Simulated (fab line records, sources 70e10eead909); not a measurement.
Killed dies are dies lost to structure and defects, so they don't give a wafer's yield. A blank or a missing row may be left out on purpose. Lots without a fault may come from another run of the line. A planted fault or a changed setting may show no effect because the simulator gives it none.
fab line records | flow nand_harc
record lots=11 wafers=33 last_day=33
route steps=1302 shown P_GATE@148 END@1302
lots that met no fault: from a run of the same line without faults
start_h: hours from the record's first day to the start of the lot's first wafer shown | wait_h: hours since the lot's step before | " the same as in the row above | L1.1+2: a row that stands for several wafers | - no value, or no start given | * or withheld: withheld | < > ~ a bound
route shown NAME@n: a module of which the file shows steps, and the number in the route of the first | usual: mean/standard deviation of fault-free wafers | same: alike in all rows | chamber/n: place in a boat | sites: the reading at each site | _std_site: their standard deviation | _edge_site: outer sites' mean less inner sites' | radius_mm: how far each site lies from the wafer's centre | mask NAME#n: copy n | behind: the tool/chamber that last shaped the wafer | hold: why the lot was held/for how many hours/how that ended | device: the transistor (n, p or np) that didn't switch | end of line: the same wafers' tests at the end of the route | a step without rows: its recipe alone | killed: dies lost to structure and defects at the first sort, not the wafer's yield | map: a wafer's dies, x killed, . not, _ none there
set.NAME: the setting as run; set.NAME@STEP: as run at that earlier step | model.NAME: the simulator's own value behind a step, which no gauge read
steps of the route over a sample of lots; a table a step, a row a wafer
services: from which hour (start_h, from the record's first day; less than 0 if before it) a tool's chamber was out of use, for how many hours, and why
## steps
# step NHARC_P_GATE_ETCH_114
# recipe target_depth_a=300 overetch_a=30 time_s=16.5 ion_energy_ev=100 cf4_flow_sccm=80 o2_flow_sccm=20 ar_flow_sccm=0 rf_w=300 bias_w=100 chemistry=CF4/O2
# usual cf4_flow_sccm=79.96/0.24 drypump_motor_current_A=5.5/0.39 oes_product_au=1.000/0.012 rf_vpp_V=197.6/1.2 showerhead_plenum_p_Torr=1.33/0.05 throttle_valve_pct=13.397/0.0095
# columns lot.wafer tool chamber start_h wait_h cf4_flow_sccm drypump_motor_current_A oes_product_au rf_hours_counter_h rf_vpp_V showerhead_plenum_p_Torr throttle_valve_pct
L820.1 rie_diel-12 2 - - 80.23 5.2 1.023 0.1 196.9 1.34 13.397
L820.6 " 0 " " 79.64 5.7 1.011 - 197.2 1.30 13.398
L820.5 " 1 " " 80.01 5.2 0.989 - 196.6 1.28 13.385
L823.4 rie_diel-08 0 - - 80.11 5.9 1.003 4.8 195.3 1.27 13.383
L823.5 " 1 " " 79.94 4.9 0.998 - 196.9 1.28 13.401
L823.6 " 2 " " 80.04 5.4 0.993 - 198.0 1.25 13.396
L824.3 rie_diel-02 3 - - 79.84 5.3 1.007 4.1 200.2 1.39 13.413
L824.1 " 0 " " 79.82 5.2 1.003 4.1 198.3 1.40 13.384
L824.6 " 0 " " 79.71 5.2 0.993 - 199.0 1.40 13.397
L825.3 rie_diel-12 3 - - 79.93 6.0 1.008 2.7 198.1 1.38 13.398
L825.4 " 0 " " 80.09 5.7 1.003 2.3 196.8 1.29 13.390
L825.5 " 1 " " 79.82 5.2 0.965 - 197.7 1.27 13.409
L826.4 rie_diel-02 0 - - 80.09 5.2 0.991 6.3 200.0 1.40 13.385
L826.3 " 2 " " 80.09 4.9 0.999 7.0 198.2 1.39 13.400
L826.5 " 3 " " 79.86 5.3 0.999 - 198.2 1.39 13.400
L827.4 rie_diel-12 3 - - 80.16 6.0 1.000 3.0 198.9 1.38 13.393
L827.1 " 2 " " 79.62 5.1 1.021 3.0 197.9 1.34 13.404
L827.6 " 0 " " 80.08 5.7 0.993 - 198.5 1.30 13.387
L831.3 rie_diel-12 0 - - 79.89 5.7 1.013 5.6 196.4 1.29 13.404
L831.5 " 2 " " 80.05 5.2 1.019 - 196.7 1.34 13.399
L831.6 " 3 " " 80.08 6.0 1.014 - 198.3 1.38 13.410
L838.1 rie_diel-02 0 - - 80.11 5.2 1.006 2.2 198.3 1.40 13.407
L838.2 " 1 " " 80.19 5.7 0.980 1.8 198.5 1.35 13.412
L838.5 " 1 " " 80.08 5.7 0.990 - 199.7 1.36 13.399
L839.2 rie_diel-12 3 - - 79.55 6.1 0.990 0.9 197.3 1.38 13.399
L839.4 " 2 " " 79.70 5.2 1.006 0.8 197.6 1.34 13.394
L839.5 " 3 " " 79.54 6.0 0.982 - 198.4 1.38 13.394
L841.3 rie_diel-12 0 - - 80.21 5.7 1.010 2.1 197.7 1.29 13.379
L841.5 " 0 " " 80.09 5.7 0.996 - 196.6 1.29 13.394
L841.6 " 1 " " 80.07 5.2 0.990 - 196.8 1.27 13.394
L842.1 rie_diel-08 0 - - 80.32 5.9 0.987 8.1 197.0 1.26 13.403
L842.2 " 2 " " 79.79 5.4 0.999 7.6 196.8 1.25 13.394
L842.5 " 3 " " 80.15 6.1 0.991 - 197.5 1.35 13.380
# step NHARC_P_GATE_ETCH_32
# recipe target_depth_a=1500 over_etch_frac=1 over_etch_ion_energy_ev=40 time_s=100.1 hbr_flow_sccm=150 cl2_flow_sccm=50 rf_w=400 icp_w=400 bias_w=100 chemistry=HBr/Cl2
# usual drypump_motor_current_A=5.64/0.26 oes_product_au=1.000/0.012 throttle_valve_pct=26.405/0.0093
# columns lot.wafer tool chamber start_h wait_h drypump_motor_current_A oes_product_au rf_hours_counter_h throttle_valve_pct
L820.1 rie_si-04 3 104.09 - 5.39 1.000 0.8 26.395
L820.5 " 0 " " 5.53 0.986 - 26.406
L820.6 " 1 " " 5.44 0.989 - 26.422
L823.4 rie_si-02 0 133.48 - 5.73 0.989 0.2 26.394
L823.6 " 1 " " 5.47 1.016 - 26.403
L823.5 " 2 " " 5.73 1.002 - 26.419
L824.1 rie_si-04 2 137.77 - 5.64 0.998 0.9 26.388
L824.3 " 0 " " 5.52 0.986 1.0 26.408
L824.6 " 2 " " 5.64 0.994 - 26.412
L825.3 rie_si-04 2 150.41 - 5.63 1.001 1.0 26.403
L825.4 " 0 " " 5.54 0.994 1.1 26.403
L825.5 " 1 " " 5.43 1.002 - 26.417
L826.3 rie_si-05 0 165.86 - 6.31 0.999 0.1 26.408
L826.4 " 2 " " 5.26 0.988 0.1 26.418
L826.5 " 1 " " 5.70 0.980 - 26.390
L827.1 rie_si-02 0 166.28 - 5.70 1.003 0.3 26.397
L827.4 " 2 " " 5.71 1.012 0.4 26.399
L827.6 " 1 " " 5.45 1.005 - 26.403
L831.3 rie_si-04 2 212.52 - 5.64 1.023 0.1 26.410
L831.6 " 3 " " 5.40 0.989 - 26.413
L831.5 " 0 " " 5.56 0.981 - 26.397
L838.1 rie_si-02 1 275.32 - 5.45 1.002 1.3 26.394
L838.2 " 2 " " 5.73 1.012 1.2 26.400
L838.5 " 1 " " 5.42 1.004 - 26.408
L839.2 rie_si-02 1 286.70 - 5.50 1.017 0.0 26.422
L839.4 " 2 " " 5.70 1.025 0.0 26.405
L839.5 " 3 " " 6.04 0.997 - 26.402
L841.3 rie_si-04 3 310.05 - 5.39 0.982 0.8 26.410
L841.6 " 3 " " 5.41 0.991 - 26.399
L841.5 " 0 " " 5.50 0.982 - 26.395
L842.1 rie_si-02 3 318.13 - 6.08 0.985 0.2 26.383
L842.2 " 1 " " 5.49 1.015 0.2 26.419
L842.5 " 3 " " 6.07 0.999 - 26.402
# step NHARC_P_GATE_EXPOSE_43
# recipe na=0.6 target_cd_nm=720 dose_mj=14.81 mask_id=P_NSD
# usual exposure_dose_mJ_cm2=14.813/0.014 focus_offset_nm=-0.1/0.51
# columns lot.wafer tool chamber start_h wait_h mask exposure_dose_mJ_cm2 focus_offset_nm
L820.1 krf_scanner-01 0 115.07 - P_NSD#0 14.814 -0.1
L820.5 " 0 " " P_NSD#0 14.828 -0.9
L820.6 " 0 " " P_NSD#0 14.814 -0.1
L823.4 krf_scanner-02 0 146.57 - P_NSD#0 14.809 -0.1
L823.5 " 0 " " P_NSD#0 14.807 0.8
L823.6 " 0 " " P_NSD#0 14.830 0.8
L824.1 krf_scanner-02 0 148.76 - P_NSD#0 14.807 0.1
L824.3 " 0 " " P_NSD#0 14.799 -0.1
L824.6 " 0 " " P_NSD#0 14.814 0.1
L825.3 krf_scanner-03 0 161.60 - P_NSD#0 14.783 -0.3
L825.4 " 0 " " P_NSD#0 14.783 -0.6
L825.5 " 0 " " P_NSD#0 14.787 0.2
L827.1 krf_scanner-02 - 177.49 - P_NSD#0 - -
L827.4 " - " " P_NSD#0 - -
L827.6 " - " " P_NSD#0 - -
L826.3 krf_scanner-02 - 178.96 - P_NSD#0 - -
L826.4 " - " " P_NSD#0 - -
L826.5 " - " " P_NSD#0 - -
L831.3 krf_scanner-01 0 223.52 - P_NSD#0 14.826 -0.5
L831.5 " 0 " " P_NSD#0 14.821 -0.7
L831.6 " 0 " " P_NSD#0 14.819 -0.1
L838.1 krf_scanner-03 0 286.37 - P_NSD#0 14.818 -0.5
L838.2 " 0 " " P_NSD#0 14.815 -0.3
L838.5 " 0 " " P_NSD#0 14.835 -0.6
L839.2 krf_scanner-03 0 297.75 - P_NSD#0 14.812 -1.0
L839.4 " 0 " " P_NSD#0 14.824 -0.9
L839.5 " 0 " " P_NSD#0 14.815 -0.4
L841.3 krf_scanner-01 0 321.24 - P_NSD#0 14.817 0.3
L841.5 " 0 " " P_NSD#0 14.803 0.2
L841.6 " 0 " " P_NSD#0 14.810 0.7
L842.1 krf_scanner-02 0 329.21 - P_NSD#0 14.809 -0.4
L842.2 " 0 " " P_NSD#0 14.813 -0.4
L842.5 " 0 " " P_NSD#0 14.799 -0.9
# step NHARC_P_GATE_CD_MEAS_46
# recipe target_cd_nm=720 landing_energy_ev=500
# usual cd_nm=721.7/1.7
# columns lot.wafer tool chamber start_h wait_h cd_nm
L820.1 cd_sem-02 0 115.23 - 722.0
L820.5 " 0 " " 720.7
L820.6 " 0 " " 720.0
L823.4 cd_sem-03 0 146.72 - 720.9
L823.5 " 0 " " 720.5
L823.6 " 0 " " 721.6
L824.1 cd_sem-01 0 148.92 - 723.0
L824.3 " 0 " " 724.7
L824.6 " 0 " " 723.4
L825.3 cd_sem-03 0 161.75 - 717.3
L825.4 " 0 " " 716.0
L825.5 " 0 " " 718.4
L827.1 cd_sem-02 0 177.65 - -
L827.4 " 0 " " -
L827.6 " 0 " " -
L826.3 cd_sem-02 0 179.11 - -
L826.4 " 0 " " -
L826.5 " 0 " " -
L831.3 cd_sem-03 0 223.67 - 721.0
L831.5 " 0 " " 719.8
L831.6 " 0 " " 720.5
L838.1 cd_sem-01 0 286.54 - 720.4
L838.2 " 0 " " 720.0
L838.5 " 0 " " 721.9
L839.2 cd_sem-02 0 297.90 - 719.3
L839.4 " 0 " " 721.4
L839.5 " 0 " " 720.5
L841.3 cd_sem-03 0 321.39 - 723.5
L841.5 " 0 " " 720.0
L841.6 " 0 " " 722.6
L842.1 cd_sem-03 0 329.37 - 723.6
L842.2 " 0 " " 724.2
L842.5 " 0 " " 719.1
# step NHARC_P_GATE_CD_MEAS_59
# recipe target_cd_nm=720 landing_energy_ev=500
# usual cd_nm=721.8/2.6
# columns lot.wafer tool chamber start_h wait_h cd_nm
L820.1 cd_sem-03 0 116.99 - 720.3
L820.5 " 0 " " 723.4
L820.6 " 0 " " 725.3
L823.4 cd_sem-01 0 148.48 - 717.5
L823.5 " 0 " " 720.5
L823.6 " 0 " " 723.0
L824.1 cd_sem-01 0 150.55 - 719.7
L824.3 " 0 " " 720.4
L824.6 " 0 " " 723.3
L825.3 cd_sem-01 0 163.39 - 723.8
L825.4 " 0 " " 721.9
L825.5 " 0 " " 716.4
L827.1 cd_sem-03 0 179.43 - 722.5
L827.4 " 0 " " 718.2
L827.6 " 0 " " 724.8
L826.3 cd_sem-01 0 180.87 - 723.7
L826.4 " 0 " " 721.9
L826.5 " 0 " " 721.7
L831.3 cd_sem-01 0 225.45 - 725.0
L831.5 " 0 " " 719.5
L831.6 " 0 " " 720.3
L838.1 cd_sem-01 0 288.30 - 722.7
L838.2 " 0 " " 717.6
L838.5 " 0 " " 722.6
L839.2 cd_sem-01 0 299.66 - 719.9
L839.4 " 0 " " 720.1
L839.5 " 0 " " 720.8
L841.3 cd_sem-01 0 323.01 - 724.0
L841.5 " 0 " " 725.4
L841.6 " 0 " " 723.3
L842.1 cd_sem-03 0 331.13 - 723.0
L842.2 " 0 " " 723.9
L842.5 " 0 " " 724.5
# step NHARC_P_GATE_INSPECT_68
# usual raw_defect_count=197/71
# columns lot.wafer tool chamber start_h wait_h raw_defect_count
L820.1 defect_inspect-01 - 121.80 0.2 156
L820.5 " - " " 156
L820.6 " - " " 138
L823.4 defect_inspect-02 - 153.23 0.1 153
L823.5 " - " " 177
L823.6 " - " " 188
L824.1 defect_inspect-02 - 155.49 0.2 90
L824.3 " - " " 174
L824.6 " - " " 236
L825.3 defect_inspect-02 - 168.19 0.1 159
L825.4 " - " " 203
L825.5 " - " " 84
L827.1 defect_inspect-02 - 184.28 0.2 1216
L827.4 " - " " 1301
L827.6 " - " " 1255
L826.3 defect_inspect-02 - 185.70 0.1 1309
L826.4 " - " " 1338
L826.5 " - " " 1216
L831.3 defect_inspect-02 - 230.44 0.1 183
L831.5 " - " " 201
L831.6 " - " " 133
L838.1 defect_inspect-02 - 292.99 0.2 138
L838.2 " - " " 120
L838.5 " - " " 240
L839.2 defect_inspect-02 - 304.43 0.1 131
L839.4 " - " " 183
L839.5 " - " " 225
L841.3 defect_inspect-01 - 327.67 0.1 143
L841.5 " - " " 176
L841.6 " - " " 183
L842.1 defect_inspect-01 - 336.27 0.2 196
L842.2 " - " " 150
L842.5 " - " " 128
# step NHARC_END_SORT_01
# recipe temp_c=25
# usual killed_at_array=54/21 killed_at_other=0.9/1.1 killed_at_periphery=3.5/2.5 killed_dies=58/21 killed_open=3.3/1.9 killed_short=2.6/1.8
# same gross_dies=677
# columns lot.wafer tool chamber start_h wait_h killed_at_array killed_at_other killed_at_periphery killed_dies killed_open killed_short
L827.1 prober-02 0 631.30 2.5 33 0 644 677 1 5
L827.4 prober-02 0 633.69 3.4 33 2 642 677 2 2
L827.6 prober-02 0 635.28 4.0 44 0 633 677 5 1
L826.3 prober-02 0 640.69 3.1 67 1 609 677 2 3
L826.4 prober-02 0 641.50 3.4 78 0 599 677 3 5
L826.5 prober-02 0 642.30 3.7 96 1 580 677 6 1
# killed by level:class
L827.1 P_GATE:area_expose=641 A_SLIT:chamber_film_flake=17 A_CHANNEL_HOLE_D2:chamber_film_flake=6 A_ONON_D2:geometric_particle:short=2 A_WL_FILL:geometric_particle:short=2 A_CONTACT:chamber_film_flake=2 P_M0:geometric_particle:open=1 A_ONON_D1:geometric_particle:short=1
L827.4 P_GATE:area_expose=642 A_SLIT:chamber_film_flake=12 A_CHANNEL_HOLE_D2:chamber_film_flake=12 A_CHANNEL_FILL_D2:chamber_film_flake=2 A_SOURCE_PLATE:geometric_particle:short=1 A_BLC:geometric_particle:open=1 A_M1:geometric_particle:open=1 STARTING-WAFER:geometric_particle:short=1
L827.6 P_GATE:area_expose=632 A_SLIT:chamber_film_flake=27 A_CHANNEL_HOLE_D2:chamber_film_flake=6 A_CHANNEL_HOLE_D1:chamber_film_flake=3 A_CHANNEL_FILL_D2:geometric_particle:open=2 A_SOURCE_PLATE:geometric_particle:short=1 A_ONON_D1:geometric_particle:open=1 A_SGD_CUT:geometric_particle:open=1
L826.3 P_GATE:area_expose=607 A_CHANNEL_HOLE_D2:chamber_film_flake=24 A_CHANNEL_HOLE_D1:chamber_film_flake=18 A_SLIT:chamber_film_flake=15 A_STAIRCASE:chamber_film_flake=2 A_CONTACT:chamber_film_flake=2 A_CHANNEL_HOLE_D1:geometric_particle:open=1 A_DECK1_JOINT:geometric_particle:short=1
L826.4 P_GATE:area_expose=596 A_CHANNEL_HOLE_D2:chamber_film_flake=25 A_CHANNEL_HOLE_D1:chamber_film_flake=21 A_SLIT:chamber_film_flake=21 A_CHANNEL_FILL_D2:geometric_particle:open=2 A_SGD_CUT:geometric_particle:short=2 P_M2:chamber_film_flake=2 A_CHANNEL_FILL_D1:geometric_particle:short=1
L826.5 P_GATE:area_expose=573 A_CHANNEL_HOLE_D2:chamber_film_flake=32 A_CHANNEL_HOLE_D1:chamber_film_flake=27 A_SLIT:chamber_film_flake=23 A_CONTACT:chamber_film_flake=6 A_ZERO_WELL:chamber_film_flake=3 P_CONTACT:geometric_particle:open=2 P_STI:chamber_film_flake=2
## services
# columns tool chamber start_h hours kind
rie_diel-12 - 91.40 9.0 pm
krf_scanner-02 - 94.00 4.0 pm
rie_si-02 - 100.00 9.0 pm
krf_scanner-03 - 103.11 1.1 repair
rie_diel-02 - 130.93 0.1 repair
krf_scanner-01 - 140.00 4.0 pm
rie_diel-12 - 142.05 0.9 repair
rie_diel-12 3 151.57 7.4 repair
krf_scanner-02 - 155.07 6.7 repair
rie_si-04 - 161.60 0.3 repair
rie_si-04 - 165.00 9.0 pm
rie_diel-12 3 180.08 8.4 repair
krf_scanner-01 - 182.99 13.0 repair
rie_si-04 1 188.85 3.6 repair
rie_diel-12 1 209.15 14.6 repair
krf_scanner-03 - 211.98 0.9 repair
krf_scanner-02 - 212.69 13.4 repair
rie_si-04 2 215.87 17.4 repair
rie_diel-02 - 216.70 9.0 pm
rie_diel-02 3 226.03 13.4 repair
rie_si-02 0 246.18 2.6 repair
krf_scanner-02 - 266.00 4.0 pm
rie_diel-12 - 268.40 9.0 pm
rie_si-02 - 277.00 9.0 pm
## key
first_sign step=NHARC_P_GATE_EXPOSE_43 reading=tool_record direction=missing
effect step=NHARC_P_GATE_CD_MEAS_46 reading=cd_nm direction=missing
effect step=NHARC_P_GATE_INSPECT_68 reading=raw_defect_count direction=up sigmas=15 usual=197 struck=1272
effect step=NHARC_END_SORT_01 reading=killed_at_periphery direction=up sigmas=99+ usual=3.5 struck=617.8
more_kills_born_at NHARC_P_GATE_EXPOSE_43@krf_scanner-02=3691
met_at NHARC_P_GATE_EXPOSE_43
struck_lots L826,L827
later_rows_left_out L826.3,L826.4,L826.5,L827.1,L827.4,L827.6
tester_left_out L826,L827
not_acting_at NHARC_P_GATE_ETCH_114,NHARC_P_GATE_ETCH_32,NHARC_P_GATE_CD_MEAS_59
onset_between 148.76 177.49
fault kind=skipped_step_whole tool=krf_scanner-02 chamber=- onset_h=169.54 steps=NHARC_P_GATE_EXPOSE_43 scope=struck_lots_only
# tester_left_out: of these lots the tester's yield and bins aren't shown, on N5 and GAA mostly nor the transistor test; their killed dies are dies lost to structure and defects alone, not to doping, threshold or leakage, so they don't give the yield
# later_rows_left_out: the simulator's readings of these wafers behind a module that went badly wrong aren't trusted and aren't shown, but for the sort
